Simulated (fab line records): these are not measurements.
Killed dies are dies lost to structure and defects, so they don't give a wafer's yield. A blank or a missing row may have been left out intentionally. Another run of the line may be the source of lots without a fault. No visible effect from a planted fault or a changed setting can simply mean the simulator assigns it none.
Matching of chambers -- flow nand harc -- 4 sister chambers for NHARC_A_WL_FILL_ETCHBACK_26 on rie si-05
The step etches the open film in HBr, target depth 52 nm, time 13.3 s. 4 wafers are shown with their chamber, then 10 later ones without.

## WAFERS, EACH WITH ITS CHAMBER
wafer,chamber,drypump motor current A (A)
L084.2,1,6.0
L083.3,3,5.3
L086.1,0,5.1
L086.2,2,4.9

## WAFERS WHOSE CHAMBER IS MISSING
wafer,drypump motor current A (A)
L086.5,4.9
L087.1,5.3
L087.3,5.1
L087.6,4.9
L093.1,4.9
L093.4,5.3
L093.6,4.9
L097.1,5.3
L097.2,5.9
L097.5,4.9

## WHICH CHAMBER EACH WENT THROUGH
wafer,from the rows above,in truth
L086.5,2,2
L087.1,3,3
L087.3,0,0
L087.6,2,2
L093.1,2,2
L093.4,3,3
L093.6,2,2
L097.1,3,3
L097.2,1,1
L097.5,2,2
Placed correctly: 10 of 10. Left unplaced by these rows: 0. Placed wrongly: 0.
How it was worked out, from the rows above alone: a wafer's distance from a chamber is the root of the sum, over the readings, of the square of ((its reading less the chamber's mean) divided by the reading's scatter). If the next closest chamber is less than 2 further off than the closest, the wafer can't be placed; otherwise it belongs to the closest. For every chamber, the mean is computed from those of its wafers that are shown. The scatter: with one shown wafer a chamber, the root of the mean of the squares of how far each hidden wafer lies from its nearest shown one.
